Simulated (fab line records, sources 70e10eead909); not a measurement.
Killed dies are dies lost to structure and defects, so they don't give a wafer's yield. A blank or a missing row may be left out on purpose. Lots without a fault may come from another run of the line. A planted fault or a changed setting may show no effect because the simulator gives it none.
fab line records | flow nand_harc
record lots=5 wafers=15 last_day=34
route steps=1302 shown A_DECK1_JOINT@534 A_ONON_D2@545 A_CHANNEL_HOLE_D2@570
lots that met no fault: from a run of the same line without faults
start_h: hours from the record's first day to the start of the lot's first wafer shown | wait_h: hours since the lot's step before | " the same as in the row above | L1.1+2: a row that stands for several wafers | - no value, or no start given | * or withheld: withheld | < > ~ a bound
route shown NAME@n: a module of which the file shows steps, and the number in the route of the first | usual: mean/standard deviation of fault-free wafers | same: alike in all rows | chamber/n: place in a boat | sites: the reading at each site | _std_site: their standard deviation | _edge_site: outer sites' mean less inner sites' | radius_mm: how far each site lies from the wafer's centre | mask NAME#n: copy n | behind: the tool/chamber that last shaped the wafer | hold: why the lot was held/for how many hours/how that ended | device: the transistor (n, p or np) that didn't switch | end of line: the same wafers' tests at the end of the route | a step without rows: its recipe alone | killed: dies lost to structure and defects at the first sort, not the wafer's yield | map: a wafer's dies, x killed, . not, _ none there
set.NAME: the setting as run; set.NAME@STEP: as run at that earlier step | model.NAME: the simulator's own value behind a step, which no gauge read
lots at some steps of the route; a table a step, a row a wafer
services: from which hour (start_h, from the record's first day; less than 0 if before it) a tool's chamber was out of use, for how many hours, and why
## steps
# step NHARC_A_DECK1_JOINT_DEP_06
# recipe target_thk_a=800 temp_c=65 material=SiOx
# columns lot.wafer tool chamber start_h wait_h
L084.1+4+6 fcvd-02 1,0,0 370.06 0.4
L086.2+1+6 fcvd-01 0,1,1 381.06 0.4
L091.4+3+6 fcvd-01 0,1,1 419.13 0.4
L096.1+3+5 fcvd-01 1,0,0 480.04 0.4
L097.2+4+6 fcvd-01 0,0,1 488.97 0.4
# step NHARC_A_DECK1_JOINT_CURE_26
# recipe temp_c=150 time_s=32 pressure_atm=0.395
# columns lot.wafer tool chamber start_h wait_h
L084.1+4+6 fcvd-02 1,0,0 370.22 0.1
L086.2+1+6 fcvd-01 0,1,1 381.24 0.1
L091.4+3+6 fcvd-01 0,1,1 419.27 0.1
L096.1+3+5 fcvd-01 1,0,0 480.21 0.1
L097.2+4+6 fcvd-01 0,0,1 489.13 0.1
# step NHARC_A_DECK1_JOINT_ANNEAL_27
# recipe temp_c=400 time_s=3600 idle_temp_c=300 ramp_up_c_per_min=10 densification_p_h2o_torr=640
# usual tube_center_temp_C=400/0.035 zone_power_bottom_pct=5.8/0.32 zone_power_upper_pct=4.39/0.067
# columns lot.wafer tool chamber start_h wait_h tube_center_temp_C zone_power_bottom_pct zone_power_upper_pct
L084.1 furnace-04 0 374.04 3.8 400 6.0 4.41
L084.4 " 0 " " 399.96 5.9 4.34
L084.6 " 0 " " 400 6.0 4.37
L086.1 furnace-01 0 384.68 3.4 400.02 5.3 4.43
L086.2 " 0 " " 399.96 5.4 4.50
L086.6 " 0 " " 399.97 5.3 4.48
L091.3 furnace-01 0 422.72 3.4 400.03 5.2 4.42
L091.4 " 0 " " 400.04 5.4 4.52
L091.6 " 0 " " 399.97 5.2 4.48
L096.1 furnace-04 0 483.43 3.2 399.95 5.9 4.40
L096.3 " 0 " " 399.97 5.9 4.31
L096.5 " 0 " " 400 5.9 4.41
L097.2 furnace-01 0 499.56 10.4 400.05 5.2 4.45
L097.4 " 0 " " 400.03 5.3 4.50
L097.6 " 0 " " 399.92 5.2 4.44
# step NHARC_A_DECK1_JOINT_ANNEAL_28
# recipe temp_c=500 time_s=1800 idle_temp_c=400 ramp_up_c_per_min=10 densification_p_h2o_torr=640
# usual tube_center_temp_C=499.99/0.046 zone_power_bottom_pct=8.4/0.46 zone_power_upper_pct=6.17/0.098
# columns lot.wafer tool chamber start_h wait_h tube_center_temp_C zone_power_bottom_pct zone_power_upper_pct
L084.1 furnace-04 0 380.57 4.8 499.93 8.7 6.22
L084.4 " 0 " " 499.97 8.6 6.25
L084.6 " 0 " " 499.97 8.5 6.17
L086.1 furnace-01 0 389.37 2.9 499.95 7.7 6.28
L086.2 " 0 " " 499.98 7.8 6.30
L086.6 " 0 " " 500.01 7.7 6.39
L091.3 furnace-01 0 428.13 3.7 500.07 7.6 6.24
L091.4 " 0 " " 499.98 7.7 6.32
L091.6 " 0 " " 500.04 7.6 6.26
L096.1 furnace-04 0 487.76 2.6 499.93 8.6 6.19
L096.3 " 0 " " 499.96 8.6 6.13
L096.5 " 0 " " 499.96 8.6 6.23
L097.2 furnace-01 0 505.00 3.7 500.04 7.7 6.31
L097.4 " 0 " " 499.93 7.7 6.28
L097.6 " 0 " " 500.06 7.8 6.29
# step NHARC_A_DECK1_JOINT_ANNEAL_29
# recipe temp_c=750 time_s=1800 idle_temp_c=500 ramp_up_c_per_min=10 ramp_down_c_per_min=3
# usual tube_center_temp_C=750.01/0.067 zone_power_bottom_pct=18.0/0.99 zone_power_upper_pct=12.62/0.21
# columns lot.wafer tool chamber start_h wait_h tube_center_temp_C zone_power_bottom_pct zone_power_upper_pct
L084.1 furnace-04 0 386.15 4.9 749.97 18.6 12.56
L084.4 " 0 " " 750.04 18.7 12.79
L084.6 " 0 " " 749.9 18.3 12.49
L086.1 furnace-01 0 392.97 2.9 749.93 16.2 12.81
L086.2 " 0 " " 750.04 16.4 12.80
L086.6 " 0 " " 749.96 16.4 13.04
L091.3 furnace-01 0 431.82 3.0 749.93 16.4 12.66
L091.4 " 0 " " 749.91 16.7 12.89
L091.6 " 0 " " 750.01 16.0 12.95
L096.1 furnace-04 0 495.00 6.6 749.94 18.7 12.75
L096.3 " 0 " " 749.93 18.3 12.48
L096.5 " 0 " " 750.19 18.4 12.62
L097.2 furnace-01 0 510.17 4.5 750.06 16.7 12.72
L097.4 " 0 " " 749.96 16.5 12.82
L097.6 " 0 " " 750.09 16.3 12.83
# step NHARC_A_DECK1_JOINT_CMP_02
# recipe material=SiOx
# usual edge_zone_pressure_frac=1.000/0.0051 motor_current_A=12.2/1.5 slurry_filter_dp_kPa=13.50/0.15
# columns lot.wafer tool chamber start_h wait_h edge_zone_pressure_frac motor_current_A slurry_filter_dp_kPa
L084.4 cmp-03 2 388.84 0.4 1.007 9.6 13.56
L084.1 " 3 " " 0.997 11.0 13.44
L084.6 " 1 " " 1.002 12.3 13.26
L086.1 cmp-03 2 395.66 0.4 0.993 9.8 13.49
L086.2 " 0 " " 1.000 10.8 13.67
L086.6 " 3 " " 1.005 11.9 13.57
L091.4 cmp-03 0 434.49 0.4 1.000 10.9 13.53
L091.3 " 2 " " 0.997 10.2 13.42
L091.6 " 0 " " 0.997 10.4 13.48
L096.3 cmp-04 0 497.69 0.4 1.002 14.9 13.58
L096.1 " 3 " " 0.995 11.4 13.73
L096.5 " 0 " " 1.005 14.4 13.52
L097.2 cmp-02 0 512.93 0.4 1.003 12.3 13.58
L097.4 " 2 " " 0.998 13.9 13.40
L097.6 " 3 " " 0.998 13.4 13.30
# step NHARC_A_DECK1_JOINT_SRD_15
# columns lot.wafer tool chamber start_h wait_h
L084.4+6+1 wet_bench-01 0,2,3 389.12 0.0
L086.6+1+2 wet_bench-06 7,3,4 395.95 0.0
L091.4+6+3 wet_bench-01 0,1,3 434.76 0.0
L096.5+3+1 wet_bench-02 2,4,5 498.00 0.0
L097.4+6+2 wet_bench-06 2,5,6 513.21 0.0
# step NHARC_A_DECK1_JOINT_DEP_16
# recipe target_thk_a=450 temp_c=400 pressure_torr=6.5 rf_w=900 teos_flow_sccm=161.4 flow_sccm=2650 target_thk_nm=45 gas=O2 material=SiO2
# usual chamber_pressure_Torr=6.500/0.014 heater_power_w=586/130 throttle_valve_pct=15.9/0.49
# columns lot.wafer tool chamber start_h wait_h chamber_pressure_Torr heater_power_w throttle_valve_pct
L084.1 pecvd-04 0 389.26 0.1 6.502 621 16.0
L084.6 " 2 " " 6.508 591 16.2
L084.4 " 0 " " 6.509 608 16.2
L086.2 pecvd-02 1 396.07 0.1 6.481 662 15.8
L086.1 " 2 " " 6.498 797 15.6
L086.6 " 1 " " 6.490 670 16.1
L091.3 pecvd-02 1 434.91 0.1 6.509 587 15.7
L091.4 " 0 " " 6.493 448 15.6
L091.6 " 1 " " 6.513 597 15.8
L096.1 pecvd-02 1 498.08 0.1 6.524 511 16.1
L096.3 " 2 " " 6.506 685 15.4
L096.5 " 1 " " 6.508 506 16.1
L097.2 pecvd-04 0 513.33 0.1 6.501 715 15.7
L097.6 " 2 " " 6.504 607 16.5
L097.4 " 0 " " 6.508 748 15.7
# step NHARC_A_DECK1_JOINT_THK_MEAS_17
# recipe thk_meas_gauge=ellipsometry
# usual thk_nm=45.0/1.1
# columns lot.wafer tool chamber start_h wait_h thk_nm
L084.1 film_metro-01 - 389.49 0.2 45.1
L084.4 " - " " 44.6
L084.6 " - " " 45.8
L086.1 film_metro-02 - 396.32 0.2 44.7
L086.2 " - " " 46.8
L086.6 " - " " 44.6
L091.3 film_metro-01 - 435.14 0.2 43.7
L091.4 " - " " 45.6
L091.6 " - " " 45.4
L096.1 film_metro-01 - 498.45 0.3 43.6
L096.3 " - " " 46.2
L096.5 " - " " 46.0
L097.2 film_metro-01 - 513.58 0.2 45.2
L097.4 " - " " 45.8
L097.6 " - " " 45.3
# step NHARC_A_DECK1_JOINT_INSPECT_05
# usual raw_defect_count=340/110
# columns lot.wafer tool chamber start_h wait_h raw_defect_count
L084.1 defect_inspect-01 - 389.52 0.0 443
L084.4 " - " " 492
L084.6 " - " " 410
L086.1 defect_inspect-01 - 396.36 0.0 278
L086.2 " - " " 283
L086.6 " - " " 209
L091.3 defect_inspect-01 - 435.17 0.0 316
L091.4 " - " " 278
L091.6 " - " " 282
L096.1 defect_inspect-01 - 498.48 0.0 207
L096.3 " - " " 412
L096.5 " - " " 170
L097.2 defect_inspect-01 - 513.61 0.0 265
L097.4 " - " " 246
L097.6 " - " " 210
# step NHARC_A_ONON_D2_DEP_00
# recipe target_thk_a=10000 n2_flow_sccm=2750 n2o_flow_sccm=2000 nh3_flow_sccm=500 sih4_flow_sccm=210 temp_c=400
# columns lot.wafer tool chamber start_h wait_h
L084.1+4+6 pecvd_onon-02 0 389.59 0.1
L086.1+2+6 pecvd_onon-04 0 396.42 0.1
L091.3+4+6 pecvd_onon-04 0 435.35 0.2
L096.1+3+5 pecvd_onon-03 0 498.55 0.1
L097.2+4+6 pecvd_onon-02 0 513.74 0.1
# step NHARC_A_ONON_D2_THK_MEAS_02
# recipe thk_meas_gauge=ellipsometry
# usual thk_nm=998/7.2
# columns lot.wafer tool chamber start_h wait_h thk_nm
L084.1 film_metro-02 - 390.10 - 998
L084.4 " - " " 999
L084.6 " - " " 999
L086.1 film_metro-02 - 396.93 - 989
L086.2 " - " " 989
L086.6 " - " " 991
L091.3 film_metro-02 - 435.75 - 994
L091.4 " - " " 992
L091.6 " - " " 993
L096.1 film_metro-02 - 499.06 - 992
L096.3 " - " " 992
L096.5 " - " " 991
L097.2 film_metro-01 - 514.19 - 999
L097.4 " - " " 998
L097.6 " - " " 1000
# step NHARC_A_ONON_D2_DEP_03
# recipe target_thk_a=10000 n2_flow_sccm=2750 n2o_flow_sccm=2000 nh3_flow_sccm=500 sih4_flow_sccm=210 temp_c=400
# columns lot.wafer tool chamber start_h wait_h
L084.1+4+6 pecvd_onon-03 0 390.15 0.1
L086.1+2+6 pecvd_onon-03 0 396.99 0.1
L091.3+4+6 pecvd_onon-02 0 435.93 0.2
L096.1+3+5 pecvd_onon-02 0 499.12 0.1
L097.2+4+6 pecvd_onon-04 0 514.30 0.1
# step NHARC_A_ONON_D2_THK_MEAS_05
# recipe thk_meas_gauge=ellipsometry
# usual thk_nm=996/10
# columns lot.wafer tool chamber start_h wait_h thk_nm
L084.1 film_metro-01 - 390.66 - 1003
L084.4 " - " " 1004
L084.6 " - " " 1001
L086.1 film_metro-02 - 397.49 - 1005
L086.2 " - " " 1004
L086.6 " - " " 1006
L091.3 film_metro-02 - 436.32 - 992
L091.4 " - " " 991
L091.6 " - " " 992
L096.1 film_metro-02 - 499.63 - 990
L096.3 " - " " 990
L096.5 " - " " 991
L097.2 film_metro-02 - 514.76 - 997
L097.4 " - " " 997
L097.6 " - " " 998
# step NHARC_A_ONON_D2_DEP_06
# recipe target_thk_a=10000 n2_flow_sccm=2750 n2o_flow_sccm=2000 nh3_flow_sccm=500 sih4_flow_sccm=210 temp_c=400
# columns lot.wafer tool chamber start_h wait_h
L084.1+4+6 pecvd_onon-04 0 390.72 0.1
L086.1+2+6 pecvd_onon-02 0 397.55 0.1
L091.3+4+6 pecvd_onon-04 0 436.50 0.2
L096.1+3+5 pecvd_onon-03 0 499.69 0.1
L097.2+4+6 pecvd_onon-03 0 514.87 0.1
# step NHARC_A_ONON_D2_THK_MEAS_08
# recipe thk_meas_gauge=ellipsometry
# usual thk_nm=1001/9.3
# columns lot.wafer tool chamber start_h wait_h thk_nm
L084.1 film_metro-01 - 391.23 - 1010
L084.4 " - " " 1010
L084.6 " - " " 1010
L086.1 film_metro-02 - 398.06 - 1007
L086.2 " - " " 1010
L086.6 " - " " 1010
L091.3 film_metro-01 - 436.89 - 1000
L091.4 " - " " 1001
L091.6 " - " " 1000
L096.1 film_metro-02 - 500.20 - 1003
L096.3 " - " " 1004
L096.5 " - " " 1001
L097.2 film_metro-01 - 515.33 - 993
L097.4 " - " " 992
L097.6 " - " " 992
# step NHARC_A_ONON_D2_DEP_09
# recipe target_thk_a=10000 n2_flow_sccm=2750 n2o_flow_sccm=2000 nh3_flow_sccm=500 sih4_flow_sccm=210 temp_c=400
# columns lot.wafer tool chamber start_h wait_h
L084.1+4+6 pecvd_onon-02 0 391.28 0.1
L086.1+2+6 pecvd_onon-04 0 398.11 0.1
L091.3+4+6 pecvd_onon-03 0 437.06 0.2
L096.1+3+5 pecvd_onon-02 0 500.25 0.1
L097.2+4+6 pecvd_onon-04 0 515.44 0.1
# step NHARC_A_ONON_D2_THK_MEAS_11
# recipe thk_meas_gauge=ellipsometry
# usual thk_nm=1000/11
# columns lot.wafer tool chamber start_h wait_h thk_nm
L084.1 film_metro-01 - 391.80 - 1007
L084.4 " - " " 1007
L084.6 " - " " 1008
L086.1 film_metro-02 - 398.63 - 992
L086.2 " - " " 992
L086.6 " - " " 992
L091.3 film_metro-01 - 437.46 - 1009
L091.4 " - " " 1009
L091.6 " - " " 1009
L096.1 film_metro-01 - 500.76 - 1008
L096.3 " - " " 1004
L096.5 " - " " 1006
L097.2 film_metro-02 - 515.90 - 1004
L097.4 " - " " 1002
L097.6 " - " " 1003
# step NHARC_A_ONON_D2_DEP_12
# recipe target_thk_a=10000 n2_flow_sccm=2750 n2o_flow_sccm=2000 nh3_flow_sccm=500 sih4_flow_sccm=210 temp_c=400
# columns lot.wafer tool chamber start_h wait_h
L084.1+4+6 pecvd_onon-04 0 391.86 0.1
L086.1+2+6 pecvd_onon-02 0 398.68 0.1
L091.3+4+6 pecvd_onon-04 0 437.63 0.2
L096.1+3+5 pecvd_onon-03 0 500.81 0.1
L097.2+4+6 pecvd_onon-02 0 516.01 0.1
# step NHARC_A_ONON_D2_THK_MEAS_14
# recipe thk_meas_gauge=ellipsometry
# usual thk_nm=1002/8.2
# columns lot.wafer tool chamber start_h wait_h thk_nm
L084.1 film_metro-02 - 392.37 - 987
L084.4 " - " " 984
L084.6 " - " " 988
L086.1 film_metro-01 - 399.19 - 999
L086.2 " - " " 997
L086.6 " - " " 997
L091.3 film_metro-02 - 438.03 - 1010
L091.4 " - " " 1010
L091.6 " - " " 1009
L096.1 film_metro-02 - 501.32 - 1013
L096.3 " - " " 1013
L096.5 " - " " 1014
L097.2 film_metro-01 - 516.46 - 1012
L097.4 " - " " 1011
L097.6 " - " " 1012
# step NHARC_A_ONON_D2_ANNEAL_15
# recipe temp_c=750 time_s=3600
# usual tube_center_temp_C=749.99/0.071 zone_power_bottom_pct=19.7/1.3 zone_power_upper_pct=11.5/0.47
# columns lot.wafer tool chamber start_h wait_h tube_center_temp_C zone_power_bottom_pct zone_power_upper_pct
L084.1 furnace-03 0 395.39 3.0 750 20.6 11.1
L084.4 " 0 " " 750.04 20.8 11.2
L084.6 " 0 " " 750.16 21.0 11.0
L086.1 furnace-03 0 402.21 3.0 750.04 20.9 11.2
L086.2 " 0 " " 749.96 20.7 11.1
L086.6 " 0 " " 749.89 20.9 11.3
L091.3 furnace-03 0 441.05 3.0 750.01 20.7 11.0
L091.4 " 0 " " 749.94 20.7 11.2
L091.6 " 0 " " 750.13 20.5 11.1
L096.1 furnace-03 0 504.34 3.0 749.92 20.8 11.4
L096.3 " 0 " " 750.12 20.7 11.2
L096.5 " 0 " " 750 21.1 11.1
L097.2 furnace-03 0 519.48 3.0 750.02 21.0 11.2
L097.4 " 0 " " 749.92 20.6 11.2
L097.6 " 0 " " 750.12 20.5 11.1
# step NHARC_A_ONON_D2_DEP_16
# recipe target_thk_a=10000 n2_flow_sccm=2750 n2o_flow_sccm=2000 nh3_flow_sccm=500 sih4_flow_sccm=210 temp_c=400
# columns lot.wafer tool chamber start_h wait_h
L084.1+4+6 pecvd_onon-02 0 399.25 0.4
L086.1+2+6 pecvd_onon-04 0 406.10 0.4
L091.3+4+6 pecvd_onon-04 0 444.99 0.5
L096.1+3+5 pecvd_onon-04 0 508.19 0.4
L097.2+4+6 pecvd_onon-04 0 523.43 0.4
# step NHARC_A_ONON_D2_THK_MEAS_18
# recipe thk_meas_gauge=ellipsometry
# usual thk_nm=1001/8.1
# columns lot.wafer tool chamber start_h wait_h thk_nm
L084.1 film_metro-01 - 399.76 - 1002
L084.4 " - " " 1001
L084.6 " - " " 1002
L086.1 film_metro-01 - 406.61 - 990
L086.2 " - " " 992
L086.6 " - " " 992
L091.3 film_metro-02 - 445.39 - 1008
L091.4 " - " " 1009
L091.6 " - " " 1009
L096.1 film_metro-01 - 508.69 - 1002
L096.3 " - " " 1003
L096.5 " - " " 1005
L097.2 film_metro-01 - 523.88 - 1009
L097.4 " - " " 1008
L097.6 " - " " 1005
# step NHARC_A_ONON_D2_DEP_19
# recipe target_thk_a=10000 n2_flow_sccm=2750 n2o_flow_sccm=2000 nh3_flow_sccm=500 sih4_flow_sccm=210 temp_c=400
# columns lot.wafer tool chamber start_h wait_h
L084.1+4+6 pecvd_onon-02 0 399.82 0.1
L086.1+2+6 pecvd_onon-03 0 406.66 0.1
L091.3+4+6 pecvd_onon-03 0 445.56 0.2
L096.1+3+5 pecvd_onon-03 0 508.75 0.1
L097.2+4+6 pecvd_onon-03 0 523.99 0.1
# step NHARC_A_ONON_D2_THK_MEAS_21
# recipe thk_meas_gauge=ellipsometry
# usual thk_nm=1000/8.5
# columns lot.wafer tool chamber start_h wait_h thk_nm
L084.1 film_metro-02 - 400.32 - 990
L084.4 " - " " 993
L084.6 " - " " 991
L086.1 film_metro-01 - 407.18 - 997
L086.2 " - " " 997
L086.6 " - " " 998
L091.3 film_metro-01 - 445.95 - 1001
L091.4 " - " " 1001
L091.6 " - " " 1001
L096.1 film_metro-02 - 509.26 - 1000
L096.3 " - " " 1002
L096.5 " - " " 999
L097.2 film_metro-01 - 524.45 - 1018
L097.4 " - " " 1019
L097.6 " - " " 1019
# step NHARC_A_ONON_D2_DEP_22
# recipe target_thk_a=10000 n2_flow_sccm=2750 n2o_flow_sccm=2000 nh3_flow_sccm=500 sih4_flow_sccm=210 temp_c=400
# columns lot.wafer tool chamber start_h wait_h
L084.1+4+6 pecvd_onon-02 0 400.38 0.1
L086.1+2+6 pecvd_onon-04 0 407.23 0.1
L091.3+4+6 pecvd_onon-04 0 446.12 0.2
L096.1+3+5 pecvd_onon-04 0 509.31 0.1
L097.2+4+6 pecvd_onon-02 0 524.56 0.1
# step NHARC_A_ONON_D2_THK_MEAS_24
# recipe thk_meas_gauge=ellipsometry
# usual thk_nm=996/7.6
# columns lot.wafer tool chamber start_h wait_h thk_nm
L084.1 film_metro-02 - 400.88 - 994
L084.4 " - " " 994
L084.6 " - " " 995
L086.1 film_metro-02 - 407.74 - 989
L086.2 " - " " 987
L086.6 " - " " 987
L091.3 film_metro-01 - 446.52 - 986
L091.4 " - " " 988
L091.6 " - " " 988
L096.1 film_metro-02 - 509.82 - 995
L096.3 " - " " 996
L096.5 " - " " 997
L097.2 film_metro-02 - 525.02 - 1014
L097.4 " - " " 1014
L097.6 " - " " 1012
# step NHARC_A_ONON_D2_DEP_25
# recipe target_thk_a=10000 n2_flow_sccm=2750 n2o_flow_sccm=2000 nh3_flow_sccm=500 sih4_flow_sccm=210 temp_c=400
# columns lot.wafer tool chamber start_h wait_h
L084.1+4+6 pecvd_onon-03 0 400.93 0.1
L086.1+2+6 pecvd_onon-03 0 407.80 0.1
L091.3+4+6 pecvd_onon-02 0 446.69 0.2
L096.1+3+5 pecvd_onon-03 0 509.87 0.1
L097.2+4+6 pecvd_onon-04 0 525.13 0.1
# step NHARC_A_ONON_D2_THK_MEAS_27
# recipe thk_meas_gauge=ellipsometry
# usual thk_nm=998/11
# columns lot.wafer tool chamber start_h wait_h thk_nm
L084.1 film_metro-01 - 401.44 - 1004
L084.4 " - " " 1002
L084.6 " - " " 1003
L086.1 film_metro-02 - 408.30 - 1002
L086.2 " - " " 1002
L086.6 " - " " 1001
L091.3 film_metro-02 - 447.08 - 1000
L091.4 " - " " 999
L091.6 " - " " 998
L096.1 film_metro-02 - 510.39 - 1006
L096.3 " - " " 1008
L096.5 " - " " 1006
L097.2 film_metro-02 - 525.58 - 1021
L097.4 " - " " 1018
L097.6 " - " " 1019
# step NHARC_A_ONON_D2_DEP_28
# recipe target_thk_a=10000 n2_flow_sccm=2750 n2o_flow_sccm=2000 nh3_flow_sccm=500 sih4_flow_sccm=210 temp_c=400
# columns lot.wafer tool chamber start_h wait_h
L084.1+4+6 pecvd_onon-04 0 401.50 0.1
L086.1+2+6 pecvd_onon-04 0 408.36 0.1
L091.3+4+6 pecvd_onon-04 0 447.25 0.2
L096.1+3+5 pecvd_onon-04 0 510.44 0.1
L097.2+4+6 pecvd_onon-04 0 525.70 0.1
# step NHARC_A_ONON_D2_THK_MEAS_30
# recipe thk_meas_gauge=ellipsometry
# usual thk_nm=999/11
# columns lot.wafer tool chamber start_h wait_h thk_nm
L084.1 film_metro-02 - 402.01 - 989
L084.4 " - " " 988
L084.6 " - " " 987
L086.1 film_metro-01 - 408.87 - 993
L086.2 " - " " 995
L086.6 " - " " 996
L091.3 film_metro-01 - 447.65 - 1017
L091.4 " - " " 1019
L091.6 " - " " 1017
L096.1 film_metro-01 - 510.95 - 1010
L096.3 " - " " 1011
L096.5 " - " " 1010
L097.2 film_metro-02 - 526.15 - 996
L097.4 " - " " 996
L097.6 " - " " 996
# step NHARC_A_ONON_D2_DEP_33
# recipe target_thk_a=2000 temp_c=400 pressure_torr=6.5 rf_w=900 teos_flow_sccm=161.4 flow_sccm=2650 target_thk_nm=200 gas=O2 material=SiO2
# usual chamber_pressure_Torr=6.500/0.014 heater_power_w=579/110 throttle_valve_pct=15.8/0.55
# columns lot.wafer tool chamber start_h wait_h chamber_pressure_Torr heater_power_w throttle_valve_pct
L084.1 pecvd-03 1 402.06 0.1 6.489 640 16.5
L084.4 " 1 " " 6.503 657 16.4
L084.6 " 1 " " 6.489 673 16.7
L086.1 pecvd-03 2 408.92 0.1 6.487 628 15.5
L086.2 " 1 " " 6.516 624 16.5
L086.6 " 1 " " 6.500 639 16.7
L091.3 pecvd-02 1 447.79 0.1 6.483 546 15.8
L091.4 " 2 " " 6.512 701 15.4
L091.6 " 0 " " 6.499 512 15.3
L096.1 pecvd-02 2 511.06 0.1 6.500 752 15.4
L096.3 " 0 " " 6.498 420 15.6
L096.5 " 0 " " 6.527 421 15.7
L097.2 pecvd-04 1 526.30 0.1 6.495 425 16.4
L097.6 " 2 " " 6.505 558 15.9
L097.4 " 0 " " 6.513 562 15.9
# step NHARC_A_ONON_D2_THK_MEAS_34
# recipe thk_meas_gauge=ellipsometry
# usual thk_nm=200/3.5
# columns lot.wafer tool chamber start_h wait_h thk_nm
L084.1 film_metro-02 - 402.61 0.5 196
L084.4 " - " " 198
L084.6 " - " " 198
L086.1 film_metro-02 - 409.47 0.5 198
L086.2 " - " " 196
L086.6 " - " " 200
L091.3 film_metro-02 - 448.11 - 203
L091.4 " - " " 208
L091.6 " - " " 203
L096.1 film_metro-02 - 511.42 - 202
L096.3 " - " " 196
L096.5 " - " " 200
L097.2 film_metro-01 - 526.63 - 192
L097.4 " - " " 198
L097.6 " - " " 200
# step NHARC_A_ONON_D2_INSPECT_32
# usual raw_defect_count=423/140
# columns lot.wafer tool chamber start_h wait_h raw_defect_count
L084.1 defect_inspect-02 - 402.70 0.0 520
L084.4 " - " " 532
L084.6 " - " " 495
L086.1 defect_inspect-02 - 409.55 0.0 347
L086.2 " - " " 334
L086.6 " - " " 255
L091.3 defect_inspect-02 - 448.18 0.0 390
L091.4 " - " " 325
L091.6 " - " " 335
L096.1 defect_inspect-01 - 511.51 0.0 267
L096.3 " - " " 507
L096.5 " - " " 209
L097.2 defect_inspect-02 - 526.69 0.0 308
L097.4 " - " " 304
L097.6 " - " " 260
# step NHARC_A_CHANNEL_HOLE_D2_DEP_00
# recipe target_thk_a=31000 temp_c=400 material=aC
# usual throttle_valve_pct=35.000/0.0099
# columns lot.wafer tool chamber start_h wait_h throttle_valve_pct
L084.1 acl_dep-02 0 403.39 0.7 35.003
L084.4 " 0 " " 34.992
L084.6 " 0 " " 34.985
L086.1 acl_dep-02 0 410.18 0.6 35.013
L086.2 " 0 " " 34.993
L086.6 " 0 411.77 2.2 35.000
L091.3 acl_dep-03 0 449.65 1.5 35.001
L091.4 " 0 " " 35.003
L091.6 " 0 " " 34.997
L096.1 acl_dep-01 0 513.13 1.6 34.994
L096.3 " 0 " " 34.994
L096.5 " 0 " " 35.011
L097.2 acl_dep-03 0 527.60 0.9 35.010
L097.4 " 0 " " 34.998
L097.6 " 0 " " 35.004
# step NHARC_A_CHANNEL_HOLE_D2_DEP_01
# recipe target_thk_a=1400 target_thk_nm=140 temp_c=400 pressure_torr=3.5 flow_sccm=200 rf_w=350 material=SiON
# usual chamber_pressure_Torr=3.500/0.0077 heater_power_w=800/130
# columns lot.wafer tool chamber start_h wait_h chamber_pressure_Torr heater_power_w
L084.1 pecvd-01 2 405.29 1.6 3.491 795
L084.4 " 2 " " 3.489 780
L084.6 " 1 " " 3.507 870
L086.2 pecvd-01 2 412.30 1.5 3.517 757
L086.1 " 0 " " 3.490 665
L086.6 " 2 " " 3.505 752
L091.3 pecvd-02 0 451.27 1.3 3.498 635
L091.6 " 2 " " 3.495 876
L091.4 " 1 " " 3.494 793
L096.3 pecvd-01 1 515.11 1.0 3.502 965
L096.1 " 2 " " 3.503 766
L096.5 " 2 " " 3.498 790
L097.2 pecvd-02 1 529.23 1.3 3.510 775
L097.4 " 2 " " 3.508 815
L097.6 " 0 " " 3.502 680
# step NHARC_A_CHANNEL_HOLE_D2_DEHYDRATE_02
# recipe temp_c=150 time_s=120
# usual chill_plate_temp_C=22.98/0.1
# columns lot.wafer tool chamber start_h wait_h chill_plate_temp_C
L084.1 litho_track-01 0 405.56 0.2 22.86
L084.4 " 0 " " 22.81
L084.6 " 0 " " 22.97
L086.1 litho_track-04 0 412.55 0.2 22.98
L086.2 " 0 " " 22.85
L086.6 " 0 " " 22.96
L091.3 litho_track-06 0 451.51 0.2 23.03
L091.4 " 0 " " 23.03
L091.6 " 0 " " 23.06
L096.1 litho_track-06 0 515.37 0.2 23.24
L096.3 " 0 " " 23.02
L096.5 " 0 " " 23.00
L097.2 litho_track-01 0 529.50 0.2 23.02
L097.4 " 0 " " 23.17
L097.6 " 0 " " 23.05
# step NHARC_A_CHANNEL_HOLE_D2_HMDS_03
# recipe time_s=30
# usual chill_plate_temp_C=22.99/0.12
# columns lot.wafer tool chamber start_h wait_h chill_plate_temp_C
L084.1 litho_track-01 0 - - 22.95
L084.4 " 0 " " 22.76
L084.6 " 0 " " 22.96
L086.1 litho_track-04 0 - - 22.96
L086.2 " 0 " " 23.05
L086.6 " 0 " " 22.91
L091.3 litho_track-06 0 - - 22.94
L091.4 " 0 " " 23.14
L091.6 " 0 " " 23.15
L096.1 litho_track-06 0 - - 23.30
L096.3 " 0 " " 23.25
L096.5 " 0 " " 23.17
L097.2 litho_track-01 0 - - 23.09
L097.4 " 0 " " 23.01
L097.6 " 0 " " 23.09
# step NHARC_A_CHANNEL_HOLE_D2_COAT_36
# recipe temp_c=260 time_s=75
# usual chill_plate_temp_C=23.00/0.12
# columns lot.wafer tool chamber start_h wait_h chill_plate_temp_C
L084.1 litho_track-01 0 - - 23.02
L084.4 " 0 " " 23.10
L084.6 " 0 " " 23.07
L086.1 litho_track-04 0 - - 23.08
L086.2 " 0 " " 22.91
L086.6 " 0 " " 23.12
L091.3 litho_track-06 0 - - 22.99
L091.4 " 0 " " 22.93
L091.6 " 0 " " 22.95
L096.1 litho_track-06 0 - - 23.09
L096.3 " 0 " " 22.94
L096.5 " 0 " " 23.07
L097.2 litho_track-01 0 - - 22.72
L097.4 " 0 " " 22.76
L097.6 " 0 " " 22.85
## services
# columns tool chamber start_h hours kind
pecvd-04 1 348.25 4.9 repair
litho_track-06 - 354.00 7.0 pm
pecvd-02 0 356.47 15.9 repair
cmp-03 - 359.44 4.0 pm
fcvd-01 - 366.00 13.0 pm
pecvd_onon-02 - 366.57 13.0 pm
litho_track-04 - 378.00 7.0 pm
cmp-03 - 384.60 0.3 repair
fcvd-01 1 390.96 4.7 repair
pecvd-02 - 408.00 13.0 pm
pecvd_onon-03 - 408.39 13.0 pm
pecvd-04 2 443.61 13.2 repair
pecvd-04 - 450.12 13.0 pm
cmp-03 - 457.44 4.0 pm
cmp-03 - 470.00 0.3 repair
cmp-03 - 475.82 6.6 repair
cmp-03 - 490.01 1.6 repair
pecvd_onon-04 - 492.08 13.0 pm
pecvd-01 - 492.10 13.0 pm
pecvd-02 0 497.06 12.6 repair
litho_track-01 - 505.00 7.0 pm
fcvd-01 - 516.41 0.7 repair
furnace-04 - 528.74 45.6 repair
litho_track-06 - 529.00 7.0 pm
## key
fault none
